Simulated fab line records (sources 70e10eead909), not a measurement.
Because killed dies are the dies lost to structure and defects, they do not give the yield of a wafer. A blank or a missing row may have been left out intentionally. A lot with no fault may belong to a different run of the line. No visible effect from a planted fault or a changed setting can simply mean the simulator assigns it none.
fab line records -- flow nand_harc
record: lots: 10, wafers: 30, last_day: 25
route steps=1159 shown A_CHANNEL_HOLE_D1@466 END@1159
lots untouched by any fault: they come from a run of this same line in which no faults occurred
start_h: hours from the record's first day to the start of the lot's first wafer shown -- wait_h: hours from the lot's prior step to this one -- " identical to the entry in the row above -- L1.1+2: several wafers, shown together as one row -- - value missing, or start not given -- * or withheld: withheld -- < > ~ a bound
route shown NAME@n: names a module that has steps shown in the file, with the first one's number in the route -- usual: mean and standard deviation over wafers with no fault -- same: alike in all rows -- chamber/n: place in a boat -- sites: the reading at each site -- _std_site: the standard deviation of these -- _edge_site: outer sites' mean less inner sites' -- radius_mm: for every site, how far away it sits from the centre of the wafer -- mask NAME#n: copy n -- behind: the most recent tool/chamber to have shaped the wafer -- hold: why the lot was held/for how many hours/how that ended -- device: whichever transistor did not switch (one of n, p or np) -- end of line: tests of these same wafers at the route's end -- step lacking rows: just its recipe -- killed: at the first sort, the dies lost to defects and structure; wafer yield is something else -- map: shows each die of a wafer: x if killed, . if not, _ if none is there
set.NAME: the setting that was run; set.NAME@STEP: the one run at that earlier step -- model.NAME: the simulator's own value behind a step, which no gauge read
route steps across a sampled set of lots; one table per step, one row per wafer
services: when a tool's chamber went out of use (start_h, in hours from the record's first day, below 0 if earlier), for how many hours, and the reason
== steps ==
step: NHARC_A_CHANNEL_HOLE_D1_ETCH_38
recipe: target_depth_a: 390, over_etch_frac: 0.3, time_s: 65, ion_energy_ev: 80, cf4_flow_sccm: 150, ar_flow_sccm: 0, rf_w: 300, bias_w: 100, chemistry: CF4
usual: drypump_motor_current_A: 5.7/0.53, oes_product_au: 1.001/0.0092, rf_vpp_V: 151.1/1.2, showerhead_plenum_p_Torr: 1.76/0.071, throttle_valve_pct: 13.282/0.0081
same: over_etch_frac: 0.3
lot.wafer,tool,chamber,start_h,wait_h,drypump_motor_current_A,oes_product_au,rf_hours_counter_h,rf_vpp_V,showerhead_plenum_p_Torr,throttle_valve_pct
L284.3,rie_diel-07,1,183.35,0.1,5.5,0.990,8,152.2,1.88,13.276
L284.1,rie_diel-07,3,183.35,0.1,6.5,0.980,9,150.4,1.78,13.277
L284.5,rie_diel-07,1,183.35,0.1,5.5,0.992,-,153.3,1.88,13.272
L285.2,rie_diel-10,2,194.14,0.1,5.8,1.008,1,152.1,1.72,13.282
L285.4,rie_diel-10,3,194.14,0.1,5.1,1.008,1,152.2,1.82,13.283
L285.6,rie_diel-10,1,194.14,0.1,5.5,0.997,-,151.1,1.75,13.286
L286.2,rie_diel-07,0,194.37,0.1,6.2,1.003,10,152.3,1.84,13.275
L286.4,rie_diel-07,2,194.37,0.1,6.5,1.010,10,149.7,1.66,13.291
L286.5,rie_diel-07,1,194.37,0.1,5.5,1.006,-,154.1,1.88,13.284
L293.1,rie_diel-12,1,220.65,0.1,4.9,0.997,0,151.5,1.79,13.278
L293.2,rie_diel-12,3,220.65,0.1,5.4,1.007,0,150.9,1.68,13.286
L293.5,rie_diel-12,1,220.65,0.1,4.9,0.988,-,151.3,1.79,13.282
L288.2,rie_diel-07,3,221.34,0.1,6.5,0.987,13,151.6,1.78,13.299
L288.1,rie_diel-07,1,221.34,0.1,5.5,0.998,11,152.2,1.88,13.274
L288.6,rie_diel-07,3,221.34,0.1,6.5,0.980,-,151.7,1.78,13.278
L292.1,rie_diel-12,1,223.12,0.1,5.0,0.999,1,151.2,1.79,13.288
L292.4,rie_diel-12,2,223.12,0.1,5.2,0.997,1,152.6,1.73,13.275
L292.6,rie_diel-12,1,223.12,0.1,4.9,0.998,-,152.8,1.79,13.282
L295.2,rie_diel-12,2,245.00,0.1,5.2,1.005,2,150.6,1.73,13.284
L295.4,rie_diel-12,3,245.00,0.1,5.4,0.994,2,150.5,1.68,13.279
L295.1,rie_diel-12,0,245.00,0.1,6.3,1.014,2,150.2,1.72,13.284
L299.2,rie_diel-10,2,273.25,0.1,5.8,1.008,7,151.2,1.72,13.277
L299.4,rie_diel-10,3,273.25,0.1,5.1,1.014,-,151.0,1.82,13.284
L299.5,rie_diel-10,0,273.25,0.1,5.3,1.005,-,149.8,1.69,13.286
L301.3,rie_diel-10,2,281.63,0.1,5.7,1.003,8,149.6,1.72,13.293
L301.1,rie_diel-10,1,281.63,0.1,5.5,0.988,7,150.4,1.75,13.282
L301.5,rie_diel-10,3,281.63,0.1,5.1,1.006,-,153.0,1.82,13.291
L306.2,rie_diel-12,0,313.26,0.1,6.3,1.000,5,150.0,1.72,13.277
L306.4,rie_diel-12,1,313.26,0.1,4.9,0.984,6,151.4,1.79,13.296
L306.6,rie_diel-12,3,313.26,0.1,5.4,1.001,-,149.7,1.68,13.269
step: NHARC_A_CHANNEL_HOLE_D1_ETCH_16
recipe: target_depth_a: 31000, over_etch_frac: 0.3, time_s: 806, ion_energy_ev: 150, o2_flow_sccm: 400, cos_flow_sccm: 20, ar_flow_sccm: 0, rf_w: 500, bias_w: 300, chemistry: O2/COS
usual: drypump_motor_current_A: 5.7/0.52, oes_product_au: 1.001/0.0089, rf_vpp_V: 314.0/1.8, showerhead_plenum_p_Torr: 3.11/0.12, throttle_valve_pct: 28.330/0.0087
same: over_etch_frac: 0.3
lot.wafer,tool,chamber,start_h,wait_h,drypump_motor_current_A,oes_product_au,rf_hours_counter_h,rf_vpp_V,showerhead_plenum_p_Torr,throttle_valve_pct
L284.3,rie_diel-07,3,-,-,6.5,0.985,10,313.5,3.15,28.328
L284.1,rie_diel-07,0,-,-,6.2,1.005,9,316.5,3.25,28.322
L284.5,rie_diel-07,0,-,-,6.2,1.006,-,315.9,3.25,28.330
L285.4,rie_diel-10,1,-,-,5.6,0.981,1,314.1,3.08,28.330
L285.2,rie_diel-10,3,-,-,5.1,1.000,2,316.0,3.21,28.337
L285.6,rie_diel-10,2,-,-,5.7,0.998,-,313.5,3.04,28.325
L286.4,rie_diel-07,1,-,-,5.5,0.995,9,315.4,3.32,28.328
L286.2,rie_diel-07,2,-,-,6.4,0.999,10,310.9,2.93,28.341
L286.5,rie_diel-07,1,-,-,5.5,0.998,-,317.0,3.32,28.317
L293.2,rie_diel-12,3,-,-,5.4,0.998,0,310.8,2.96,28.338
L293.1,rie_diel-12,2,-,-,5.2,1.014,1,313.6,3.06,28.324
L293.5,rie_diel-12,3,-,-,5.4,1.008,-,312.6,2.96,28.340
L288.2,rie_diel-07,0,-,-,6.2,0.987,12,316.8,3.25,28.339
L288.1,rie_diel-07,1,-,-,5.5,0.999,12,318.1,3.32,28.325
L288.6,rie_diel-07,1,-,-,5.5,0.995,-,316.9,3.32,28.316
L292.1,rie_diel-12,2,-,-,5.2,1.004,1,314.4,3.06,28.348
L292.4,rie_diel-12,0,-,-,6.3,1.004,1,313.2,3.03,28.322
L292.6,rie_diel-12,2,-,-,5.2,1.008,-,312.0,3.06,28.329
L295.4,rie_diel-12,1,-,-,5.0,1.009,2,312.7,3.16,28.344
L295.1,rie_diel-12,2,-,-,5.2,1.002,2,312.5,3.06,28.342
L295.2,rie_diel-12,0,-,-,6.3,1.005,2,313.2,3.03,28.336
L299.2,rie_diel-10,2,-,-,5.7,1.006,7,311.1,3.03,28.314
L299.5,rie_diel-10,0,-,-,5.3,1.000,-,312.8,2.97,28.326
L299.4,rie_diel-10,2,-,-,5.7,1.011,-,312.1,3.03,28.338
L301.3,rie_diel-10,3,-,-,5.1,1.001,9,316.6,3.21,28.334
L301.1,rie_diel-10,0,-,-,5.3,1.002,9,311.1,2.97,28.321
L301.5,rie_diel-10,2,-,-,5.7,0.990,-,312.6,3.03,28.330
L306.2,rie_diel-12,1,-,-,4.9,0.978,6,313.4,3.16,28.339
L306.4,rie_diel-12,2,-,-,5.2,0.986,6,314.2,3.06,28.335
L306.6,rie_diel-12,1,-,-,4.9,0.980,-,314.4,3.16,28.324
step: NHARC_A_CHANNEL_HOLE_D1_ETCH_22
recipe: bias_v: 3000, source_w: withheld, pressure_mtorr: 20, time_s: 666.7, ar_flow_sccm: 375, c4f8_flow_sccm: 89.3, o2_flow_sccm: 35.7, temp_c: -20, target_depth_a: 16000, chemistry: C4F8/O2/Ar
usual: c4f8_flow_sccm: 89.27/0.29, drypump_motor_current_A: 5.4/0.33, esc_clamp_current_uA: 0.0210/0.00044, showerhead_plenum_p_Torr: 3.79/0.076, throttle_valve_pct: 32.155/0.0098
lot.wafer,tool,chamber,start_h,wait_h,c4f8_flow_sccm,drypump_motor_current_A,esc_clamp_current_uA,rf_hours_counter_h,showerhead_plenum_p_Torr,throttle_valve_pct
L284.1,har_etch-02,1,187.44,0.4,89.72,5.0,0.0210,105,3.87,32.150
L284.3,har_etch-02,0,187.44,0.4,89.26,5.5,0.0204,-,3.83,32.150
L284.5,har_etch-02,0,187.44,0.4,89.79,5.5,0.0205,-,3.83,32.153
L285.2,har_etch-02,0,196.10,0.4,88.92,5.5,0.0204,110,3.82,32.150
L285.4,har_etch-02,0,196.10,0.4,89.09,5.5,0.0205,-,3.83,32.144
L285.6,har_etch-02,1,196.10,0.4,89.71,5.0,0.0210,-,3.87,32.156
L286.2,har_etch-01,0,196.32,0.4,89.16,5.7,0.0209,194,3.82,32.147
L286.4,har_etch-01,1,196.32,0.4,89.25,5.8,0.0218,-,3.65,32.173
L286.5,har_etch-01,0,196.32,0.4,89.32,5.7,0.0209,-,3.82,32.151
L293.2,har_etch-01,1,222.62,0.4,89.27,5.8,0.0217,201,3.65,32.166
L293.1,har_etch-01,0,222.62,0.4,89.01,5.7,0.0210,201,3.82,32.175
L293.5,har_etch-01,1,222.62,0.4,89.34,5.8,0.0217,-,3.65,32.159
L288.1,har_etch-01,0,226.77,0.4,89.08,5.7,0.0209,205,3.82,32.150
L288.2,har_etch-01,1,226.77,0.4,88.75,5.8,0.0217,205,3.65,32.151
L288.6,har_etch-01,1,226.77,0.4,88.68,5.8,0.0217,-,3.65,32.155
L292.1,har_etch-02,0,230.41,0.4,88.93,5.5,0.0204,129,3.81,32.154
L292.4,har_etch-02,1,230.41,0.4,88.86,4.9,0.0210,-,3.86,32.159
L292.6,har_etch-02,0,230.41,0.4,89.42,5.5,0.0205,-,3.81,32.155
L295.2,har_etch-02,0,246.97,0.4,88.58,5.5,0.0204,136,3.81,32.160
L295.1,har_etch-02,1,246.97,0.4,89.17,5.0,0.0210,136,3.86,32.176
L295.4,har_etch-02,1,246.97,0.4,89.29,5.0,0.0209,-,3.86,32.165
L299.2,har_etch-02,1,275.37,0.4,88.77,5.0,0.0210,149,3.85,32.160
L299.4,har_etch-02,1,275.37,0.4,88.84,5.0,0.0211,-,3.85,32.169
L299.5,har_etch-02,1,275.37,0.4,88.88,5.0,0.0210,-,3.85,32.160
L301.1,har_etch-02,1,283.59,0.4,89.33,5.0,0.0211,153,3.85,32.161
L301.3,har_etch-02,0,283.59,0.4,89.74,5.5,0.0204,-,3.80,32.150
L301.5,har_etch-02,0,283.59,0.4,89.61,5.5,0.0205,-,3.80,32.161
L306.2,har_etch-02,0,323.55,0.4,89.46,5.5,0.0206,173,3.79,32.163
L306.4,har_etch-02,1,323.55,0.4,88.66,4.9,0.0211,-,3.84,32.156
L306.6,har_etch-02,1,323.55,0.4,88.95,5.0,0.0211,-,3.84,32.150
step: NHARC_A_CHANNEL_HOLE_D1_ETCH_24
recipe: bias_v: 5000, source_w: withheld, pressure_mtorr: 20, time_s: 906.2, ar_flow_sccm: 375, c4f8_flow_sccm: 93.8, o2_flow_sccm: 31.2, temp_c: -20, target_depth_a: 15000, chemistry: C4F8/O2/Ar
usual: c4f8_flow_sccm: 93.80/0.24, drypump_motor_current_A: 5.4/0.32, esc_clamp_current_uA: 0.0210/0.00044, showerhead_plenum_p_Torr: 3.79/0.076, throttle_valve_pct: 32.236/0.01
lot.wafer,tool,chamber,start_h,wait_h,c4f8_flow_sccm,drypump_motor_current_A,esc_clamp_current_uA,rf_hours_counter_h,showerhead_plenum_p_Torr,throttle_valve_pct
L284.1,har_etch-02,1,188.70,0.6,93.58,4.9,0.0210,106,3.87,32.229
L284.3,har_etch-02,0,188.70,0.6,93.94,5.5,0.0205,-,3.82,32.225
L284.5,har_etch-02,0,188.70,0.6,93.58,5.5,0.0204,-,3.82,32.231
L285.2,har_etch-02,0,197.36,0.6,94.24,5.5,0.0205,111,3.82,32.238
L285.4,har_etch-02,0,197.36,0.6,94.30,5.5,0.0204,-,3.82,32.232
L285.6,har_etch-02,1,197.36,0.6,93.92,5.0,0.0210,-,3.86,32.238
L286.2,har_etch-01,0,197.57,0.6,93.74,5.7,0.0209,195,3.82,32.230
L286.4,har_etch-01,1,197.57,0.6,93.46,5.8,0.0217,-,3.65,32.249
L286.5,har_etch-01,0,197.57,0.6,93.97,5.7,0.0210,-,3.82,32.237
L293.2,har_etch-01,1,223.88,0.6,93.69,5.8,0.0217,203,3.65,32.235
L293.1,har_etch-01,0,223.88,0.6,93.87,5.7,0.0209,203,3.81,32.228
L293.5,har_etch-01,1,223.88,0.6,93.93,5.8,0.0217,-,3.65,32.231
L288.1,har_etch-01,0,228.05,0.6,94.06,5.7,0.0210,207,3.81,32.243
L288.2,har_etch-01,1,228.05,0.6,93.50,5.8,0.0217,207,3.64,32.236
L288.6,har_etch-01,1,228.05,0.6,93.57,5.8,0.0217,-,3.64,32.232
L292.1,har_etch-02,0,231.72,0.6,93.81,5.5,0.0205,130,3.81,32.233
L292.4,har_etch-02,1,231.72,0.6,94.06,5.0,0.0210,-,3.85,32.224
L292.6,har_etch-02,0,231.72,0.6,94.17,5.5,0.0204,-,3.81,32.257
L295.2,har_etch-02,0,248.22,0.6,93.98,5.5,0.0205,137,3.81,32.230
L295.1,har_etch-02,1,248.22,0.6,93.94,4.9,0.0210,137,3.85,32.225
L295.4,har_etch-02,1,248.22,0.6,94.15,4.9,0.0210,-,3.85,32.235
L299.2,har_etch-02,1,276.62,0.6,93.66,5.0,0.0211,150,3.84,32.237
L299.4,har_etch-02,1,276.62,0.6,93.28,5.0,0.0210,-,3.84,32.223
L299.5,har_etch-02,1,276.62,0.6,93.41,5.0,0.0210,-,3.84,32.230
L301.1,har_etch-02,1,284.85,0.6,93.72,5.0,0.0211,154,3.84,32.235
L301.3,har_etch-02,0,284.85,0.6,94.05,5.5,0.0206,-,3.80,32.248
L301.5,har_etch-02,0,284.85,0.6,93.82,5.5,0.0205,-,3.80,32.241
L306.2,har_etch-02,0,324.84,0.6,93.72,5.5,0.0205,174,3.78,32.241
L306.4,har_etch-02,1,324.84,0.6,93.48,5.0,0.0211,-,3.83,32.255
L306.6,har_etch-02,1,324.84,0.6,93.77,5.0,0.0211,-,3.83,32.227
step: NHARC_A_CHANNEL_HOLE_D1_INSPECT_40
usual: raw_defect_count: 57/16
lot.wafer,tool,chamber,start_h,wait_h,raw_defect_count
L284.1,defect_inspect-01,-,192.29,-,57
L284.3,defect_inspect-01,-,192.29,-,49
L284.5,defect_inspect-01,-,192.29,-,54
L285.2,defect_inspect-01,-,200.96,-,64
L285.4,defect_inspect-01,-,200.96,-,43
L285.6,defect_inspect-01,-,200.96,-,45
L286.2,defect_inspect-01,-,201.45,-,54
L286.4,defect_inspect-01,-,201.45,-,50
L286.5,defect_inspect-01,-,201.45,-,58
L293.1,defect_inspect-02,-,227.46,-,802
L293.2,defect_inspect-02,-,227.46,-,804
L293.5,defect_inspect-02,-,227.46,-,763
L288.1,defect_inspect-01,-,231.68,-,767
L288.2,defect_inspect-01,-,231.68,-,749
L288.6,defect_inspect-01,-,231.68,-,747
L292.1,defect_inspect-02,-,235.17,-,75
L292.4,defect_inspect-02,-,235.17,-,51
L292.6,defect_inspect-02,-,235.17,-,64
L295.1,defect_inspect-01,-,251.80,-,56
L295.2,defect_inspect-01,-,251.80,-,47
L295.4,defect_inspect-01,-,251.80,-,64
L299.2,defect_inspect-02,-,280.19,-,58
L299.4,defect_inspect-02,-,280.19,-,52
L299.5,defect_inspect-02,-,280.19,-,58
L301.1,defect_inspect-01,-,288.41,-,56
L301.3,defect_inspect-01,-,288.41,-,88
L301.5,defect_inspect-01,-,288.41,-,57
L306.2,defect_inspect-01,-,328.42,-,56
L306.4,defect_inspect-01,-,328.42,-,51
L306.6,defect_inspect-01,-,328.42,-,46
step: NHARC_END_SORT_01
recipe: temp_c: 25
usual: killed_at_array: 26/10, killed_at_other: 0.8/1.1, killed_at_periphery: 3.3/2.6, killed_dies: 30/11, killed_open: 3.4/1.8, killed_short: 2.0/1.3
same: gross_dies: 677
lot.wafer,tool,chamber,start_h,wait_h,killed_at_array,killed_at_other,killed_at_periphery,killed_dies,killed_open,killed_short
L288.1,prober-02,0,498.98,2.5,43,0,2,45,0,0
L288.2,prober-02,0,499.79,2.8,80,1,4,85,2,4
L288.6,prober-02,0,503.02,4.0,69,0,3,72,3,2
L293.1,prober-01,0,506.81,2.5,53,0,3,56,4,3
L293.2,prober-01,0,507.61,2.8,72,0,3,75,3,3
L293.5,prober-01,0,509.99,3.7,88,1,1,90,4,2
killed by level:class
L288.1 A_CHANNEL_HOLE_D1:unspecified=26 A_SLIT:chamber_film_flake=11 A_STAIRCASE:chamber_film_flake=3 A_CONTACT:chamber_film_flake=2 P_M1:chamber_film_flake=1 P_ZERO_WELL:chamber_film_flake=1 A_CHANNEL_FILL_D1:chamber_film_flake=1
L288.2 A_CHANNEL_HOLE_D1:unspecified=53 A_SLIT:chamber_film_flake=13 A_CONTACT:geometric_particle:short=3 A_STAIRCASE:chamber_film_flake=3 P_ZERO_WELL:chamber_film_flake=2 A_CHANNEL_FILL_D1:chamber_film_flake=2 A_CONTACT:chamber_film_flake=2 P_CONTACT:geometric_particle:open=1
L288.6 A_CHANNEL_HOLE_D1:unspecified=47 A_SLIT:chamber_film_flake=14 A_STAIRCASE:chamber_film_flake=2 A_CONTACT:chamber_film_flake=2 P_CONTACT:geometric_particle:open=1 P_M0:geometric_particle:open=1 A_WL_FILL:geometric_particle:open=1 A_SGD_CUT:geometric_particle:short=1
L293.1 A_CHANNEL_HOLE_D1:unspecified=30 A_SLIT:chamber_film_flake=12 A_STAIRCASE:chamber_film_flake=4 P_GATE:geometric_particle:open=2 A_ONON_D1:geometric_particle:short=2 A_CONTACT:chamber_film_flake=2 A_ONON_D1:geometric_particle:open=1 A_CHANNEL_FILL_D1:geometric_particle:open=1
L293.2 A_CHANNEL_HOLE_D1:unspecified=50 A_STAIRCASE:chamber_film_flake=7 A_SLIT:chamber_film_flake=6 A_CHANNEL_HOLE_D1:chamber_film_flake=5 P_GATE:geometric_particle:open=1 P_CONTACT:geometric_particle:short=1 A_CHANNEL_HOLE_D1:geometric_particle:short=1 A_CHANNEL_FILL_D1:geometric_particle:open=1
L293.5 A_CHANNEL_HOLE_D1:unspecified=54 A_SLIT:chamber_film_flake=17 A_CHANNEL_HOLE_D1:chamber_film_flake=4 A_STAIRCASE:chamber_film_flake=4 A_CONTACT:chamber_film_flake=3 A_ONON_D1:geometric_particle:short=1 A_CHANNEL_FILL_D1:geometric_particle:open=1 A_WL_FILL:geometric_particle:short=1
== services ==
tool,chamber,start_h,hours,kind
rie_diel-10,-,176.50,9.0,pm
rie_diel-12,0,182.01,-,clean
rie_diel-12,1,182.01,-,clean
rie_diel-12,2,182.01,-,clean
rie_diel-12,3,182.01,-,clean
rie_diel-12,-,185.43,0.2,repair
rie_diel-12,-,199.82,0.5,repair
rie_diel-12,-,202.40,9.0,pm
rie_diel-12,0,202.40,9.0,vent_cycle
rie_diel-12,1,202.40,9.0,vent_cycle
rie_diel-12,2,202.40,9.0,vent_cycle
rie_diel-12,3,202.40,9.0,vent_cycle
rie_diel-12,0,211.40,-,clean
rie_diel-07,-,228.24,9.0,pm
rie_diel-07,1,263.85,7.2,repair
rie_diel-10,1,270.01,4.2,repair
rie_diel-07,2,270.75,6.2,repair
rie_diel-07,3,294.09,10.1,repair
rie_diel-10,2,294.88,3.2,repair
har_etch-01,-,305.00,17.0,pm
rie_diel-12,-,305.33,2.6,repair
har_etch-02,-,308.63,4.1,repair
rie_diel-12,2,318.00,127.4,repair
rie_diel-10,1,322.32,3.0,repair
== key ==
first_sign: step: NHARC_A_CHANNEL_HOLE_D1_INSPECT_40, reading: raw_defect_count, direction: up, sigmas: 45, usual: 57, struck: 772
effect: step: NHARC_END_SORT_01, reading: killed_at_array, direction: up, sigmas: 4, usual: 26, struck: 68
more_kills_born_at: NHARC_A_CHANNEL_HOLE_D1_ETCH_24@har_etch-01: 221
met_at NHARC_A_CHANNEL_HOLE_D1_ETCH_24
struck_lots L288,L293
tester_left_out L288,L293
not_acting_at NHARC_A_CHANNEL_HOLE_D1_ETCH_38,NHARC_A_CHANNEL_HOLE_D1_ETCH_16,NHARC_A_CHANNEL_HOLE_D1_ETCH_22
onset_between 197.57 223.88
fault: kind: chamber_particle_source, tool: har_etch-01, chamber: -, onset_h: 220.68, steps: NHARC_A_CHANNEL_HOLE_D1_ETCH_24, rate_per_visit_cm2: 1.1276, end_h: 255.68
tester_left_out: of these lots the tester's yield and bins aren't shown, on N5 and GAA mostly nor the transistor test; their killed dies are dies lost to structure and defects alone, not to doping, threshold or leakage, so they don't give the yield
